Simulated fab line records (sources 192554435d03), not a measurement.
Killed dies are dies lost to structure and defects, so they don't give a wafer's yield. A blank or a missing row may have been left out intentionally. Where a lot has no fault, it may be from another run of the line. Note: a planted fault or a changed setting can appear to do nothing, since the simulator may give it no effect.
Split-lot experiment + flow n5-finfet + 39 wafers read across 7 lots, on a route 1938 steps long

ON THE SPLIT
At N5_GATE_CUT_ETCH_56 (etches TiN in Cl2/Ar, target depth 21.6 nm), the setting target-depth-a was moved away from the recipe's 216 angstrom on 12 of the 39 wafers read, by -38.1% to +48.8%. This setting was run at the recipe's value on the other wafers.

The reading comes from the split's own step.

THE READING
etch.depth-nm (the simulator's own value, which no gauge read), in nm, at N5_GATE_CUT_ETCH_56 (etches TiN in Cl2/Ar, target depth 21.6 nm). No usual value for it is given in the file. Here, 27 wafers ran the recipe; their average is 21.67 nm with a standard deviation of 0.33 nm.

| wafer  | tool, chamber at the split | target-depth-a as run, angstrom | against the recipe | etch.depth-nm, nm | against lot-mates on the recipe |
|--------|----------------------------|---------------------------------|--------------------|-------------------|---------------------------------|
| L077.1 | rie-metal-02, 0            | 216                             | recipe             | 21.44             | -                               |
| L077.2 | rie-metal-02, 1            | 321.3                           | +48.8%             | 32.22             | +10.72                          |
| L077.3 | rie-metal-02, 0            | 216                             | recipe             | 21.66             | -                               |
| L077.4 | rie-metal-02, 1            | 321.3                           | +48.8%             | 32.48             | +10.98                          |
| L077.5 | rie-metal-02, 1            | 321.3                           | +48.8%             | 32.4              | +10.90                          |
| L077.6 | rie-metal-02, 0            | 216                             | recipe             | 21.39             | -                               |
| L078.1 | rie-metal-02, 1            | 216                             | recipe             | 21.73             | -                               |
| L078.2 | rie-metal-02, 0            | 171.1                           | -20.8%             | 17                | -4.70                           |
| L078.3 | rie-metal-02, 1            | 216                             | recipe             | 21.89             | -                               |
| L078.4 | rie-metal-02, 0            | 171.1                           | -20.8%             | 16.94             | -4.76                           |
| L078.5 | rie-metal-02, 1            | 171.1                           | -20.8%             | 17.2              | -4.50                           |
| L078.6 | rie-metal-02, 0            | 216                             | recipe             | 21.48             | -                               |
| L081.1 | rie-metal-02, 1            | 216                             | recipe             | 21.73             | -                               |
| L081.2 | rie-metal-02, 0            | 216                             | recipe             | 21.53             | -                               |
| L081.3 | rie-metal-02, 1            | 216                             | recipe             | 21.67             | -                               |
| L081.4 | rie-metal-02, 0            | 216                             | recipe             | 21.35             | -                               |
| L081.5 | rie-metal-02, 1            | 216                             | recipe             | 21.66             | -                               |
| L081.6 | rie-metal-02, 0            | 216                             | recipe             | 21.47             | -                               |
| L085.1 | rie-metal-03, 1            | 216                             | recipe             | 22.29             | -                               |
| L085.2 | rie-metal-03, 0            | 216                             | recipe             | 21.41             | -                               |
| L085.4 | rie-metal-03, 0            | 216                             | recipe             | 21.55             | -                               |
| L086.1 | rie-metal-03, 1            | 133.8                           | -38.1%             | 13.85             | -8.30                           |
| L086.2 | rie-metal-03, 0            | 133.8                           | -38.1%             | 13.29             | -8.86                           |
| L086.3 | rie-metal-03, 1            | 133.8                           | -38.1%             | 13.75             | -8.40                           |
| L086.4 | rie-metal-03, 1            | 216                             | recipe             | 22.14             | -                               |
| L086.5 | rie-metal-03, 1            | 216                             | recipe             | 22.13             | -                               |
| L086.6 | rie-metal-03, 1            | 216                             | recipe             | 22.18             | -                               |
| L095.1 | rie-metal-02, 0            | 216                             | recipe             | 21.43             | -                               |
| L095.2 | rie-metal-02, 1            | 216                             | recipe             | 21.81             | -                               |
| L095.3 | rie-metal-02, 1            | 216                             | recipe             | 21.71             | -                               |
| L095.4 | rie-metal-02, 0            | 216                             | recipe             | 21.62             | -                               |
| L095.5 | rie-metal-02, 0            | 216                             | recipe             | 21.41             | -                               |
| L095.6 | rie-metal-02, 1            | 216                             | recipe             | 21.91             | -                               |
| L096.1 | rie-metal-01, 0            | 216                             | recipe             | 21.93             | -                               |
| L096.2 | rie-metal-01, 1            | 249.8                           | +15.6%             | 23.81             | +2.33                           |
| L096.3 | rie-metal-01, 0            | 249.8                           | +15.6%             | 25.44             | +3.96                           |
| L096.4 | rie-metal-01, 1            | 216                             | recipe             | 20.61             | -                               |
| L096.5 | rie-metal-01, 0            | 216                             | recipe             | 21.9              | -                               |
| L096.6 | rie-metal-01, 1            | 249.8                           | +15.6%             | 23.95             | +2.47                           |

THE FIT
A straight line over all 39 wafers: etch.depth-nm changes by +0.215 nm for each +1% of target-depth-a; r = +0.99; the points scatter about the line by 0.41 nm.
The same after taking each lot's own level away (the mean of its wafers on the recipe; 39 wafers): +0.221 nm for each +1%; r = +1.00; scatter 0.36 nm.
That fit puts the effect of the largest move of target-depth-a on the reading at 11 nm.
Across the lots, their own levels run from 21.480 to 22.150 nm, a range of 2.0 times the standard deviation given above.
The two slopes are in agreement: the lot-to-lot level therefore moves the slope only a little.
Check: for one of the wafers moved furthest among these (+48.8%), held out of the fit, the line's prediction against its lot-mates is +10.8 nm. It came out at +10.7 nm against them.

ADDITIONAL SPLITS CARRIED BY THESE WAFERS
These wafers also went through other splits before the reading. Each is held against what the fit with the lots' levels taken away leaves over:
| other split on the same wafers        | wafers away from the commonest value | r with etch.depth-nm (lot level and that fit taken away) |
|---------------------------------------|--------------------------------------|----------------------------------------------------------|
| N5_ZERO_LAYER_PECVD_02 time-s         | 15                                   | -0.01                                                    |
| N5_FIN_SAQP_SPACER1_ALD_24 ald-cycles | 12                                   | -0.02                                                    |
| N5_FIN_CUT_CUT_ETCH_26 target-depth-a | 15                                   | -0.07                                                    |
| N5_HKMG_FIN_ETCH_55 time-s            | 9                                    | +0.26                                                    |

FILE'S OWN FIT
etch.depth-nm changes by +0.221 nm for each +1% of target-depth-a, r = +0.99.
